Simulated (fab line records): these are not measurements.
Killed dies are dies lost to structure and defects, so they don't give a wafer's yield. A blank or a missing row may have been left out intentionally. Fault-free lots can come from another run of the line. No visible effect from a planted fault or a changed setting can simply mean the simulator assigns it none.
Lot-split experiment -- flow n5 finfet -- 39 wafers read across 7 lots, on a route 1938 steps long

## ON THE SPLIT
At N5_DUMMY_GATE_ETCH_37 (etches SOC in N2/H2, target depth 60 nm, overetch 30 nm), the setting source w was moved away from the recipe's 840 W on 12 of the 39 wafers read, by -17.2% to +18.7%. This setting was run at the recipe's value on the other wafers.

The reading comes from the split's own step.

## THE READING
rf vpp V, in V, at N5_DUMMY_GATE_ETCH_37 (etches SOC in N2/H2, target depth 60 nm, overetch 30 nm). A value of 523.8 V with a standard deviation of 2.5 V is what fault-free wafers of this fab line usually give.

wafer,"tool, chamber at the split","source w as run, W",against the recipe,"rf vpp V, V",against lot-mates on the recipe
L074.1,"rie diel-02, 0",840,recipe,525.3,-
L074.2,"rie diel-02, 1",695.8,-17.2%,558.4,+34.9
L074.3,"rie diel-02, 3",695.8,-17.2%,557.6,+34.1
L074.4,"rie diel-02, 2",840,recipe,519.4,-
L074.5,"rie diel-02, 0",840,recipe,525.7,-
L074.6,"rie diel-02, 3",695.8,-17.2%,557.3,+33.8
L075.1,"rie diel-02, 3",997,+18.7%,494.7,-28.5
L075.2,"rie diel-02, 1",997,+18.7%,493.9,-29.3
L075.3,"rie diel-02, 0",840,recipe,526.2,-
L075.4,"rie diel-02, 2",840,recipe,519.6,-
L075.5,"rie diel-02, 3",840,recipe,523.8,-
L075.6,"rie diel-02, 2",997,+18.7%,490.2,-33.0
L080.1,"rie diel-01, 3",840,recipe,524.1,-
L080.2,"rie diel-01, 2",840,recipe,523.4,-
L080.3,"rie diel-01, 0",840,recipe,521.4,-
L080.4,"rie diel-01, 1",923.9,+10.0%,508.1,-14.9
L080.5,"rie diel-01, 0",923.9,+10.0%,506.3,-16.7
L080.6,"rie diel-01, 3",923.9,+10.0%,507.6,-15.4
L087.1,"rie diel-02, 3",710.6,-15.4%,553.4,+27.3
L087.2,"rie diel-02, 2",840,recipe,528.1,-
L087.3,"rie diel-02, 1",710.6,-15.4%,554.7,+28.6
L087.4,"rie diel-02, 0",840,recipe,525.5,-
L087.5,"rie diel-02, 0",710.6,-15.4%,555.5,+29.4
L087.6,"rie diel-02, 1",840,recipe,524.7,-
L090.1,"rie diel-02, 0",840,recipe,526.1,-
L090.2,"rie diel-02, 1",840,recipe,524.4,-
L090.3,"rie diel-02, 3",840,recipe,525.3,-
L090.4,"rie diel-02, 2",840,recipe,529.5,-
L090.5,"rie diel-02, 2",840,recipe,527.6,-
L090.6,"rie diel-02, 3",840,recipe,524.4,-
L093.2,"rie diel-04, 3",840,recipe,521.4,-
L093.3,"rie diel-04, 2",840,recipe,522.1,-
L093.4,"rie diel-04, 0",840,recipe,526.9,-
L096.1,"rie diel-02, 1",840,recipe,523.0,-
L096.2,"rie diel-02, 2",840,recipe,529.4,-
L096.3,"rie diel-02, 3",840,recipe,524.7,-
L096.4,"rie diel-02, 3",840,recipe,525.0,-
L096.5,"rie diel-02, 2",840,recipe,530.1,-
L096.6,"rie diel-02, 1",840,recipe,524.5,-

FIT RESULTS
A straight line over all 39 wafers: rf vpp V changes by -1.83 V for each +1% of source w; r = -0.99; the points scatter about the line by 2.5 V.
The same after taking each lot's own level away (the mean of its wafers on the recipe; 39 wafers): -1.78 V for each +1%; r = -0.99; scatter 2.4 V.
On that fit, the largest move of source w shifts the reading by 33 V.
Across the lots, their own levels run from 522.97 to 526.22 V, a range of 1.3 times the standard deviation given above.
The two slopes are in agreement: the lot-to-lot level therefore moves the slope only a little.
Check: with one of the wafers moved furthest among these (+18.7%) left out of the fit, the line predicts -33.2 V for it against its lot-mates. It came out at -28.5 V against them.
Tool readings at the split's step, against how far the setting was moved: rf vpp V r = -0.99.

## OTHER SPLITS ON THESE WAFERS
Before the reading, these wafers also passed through other splits. Each is held against what the fit with the lots' levels taken away leaves over:
other split on the same wafers,wafers away from the commonest value,r with rf vpp V (lot level and that fit taken away)
N5_DUMMY_GATE_HM_DEP_06 target thk a,30,+0.10

## FILE'S OWN FIT
rf vpp V changes by -1.78 V for each +1% of source w, r = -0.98.
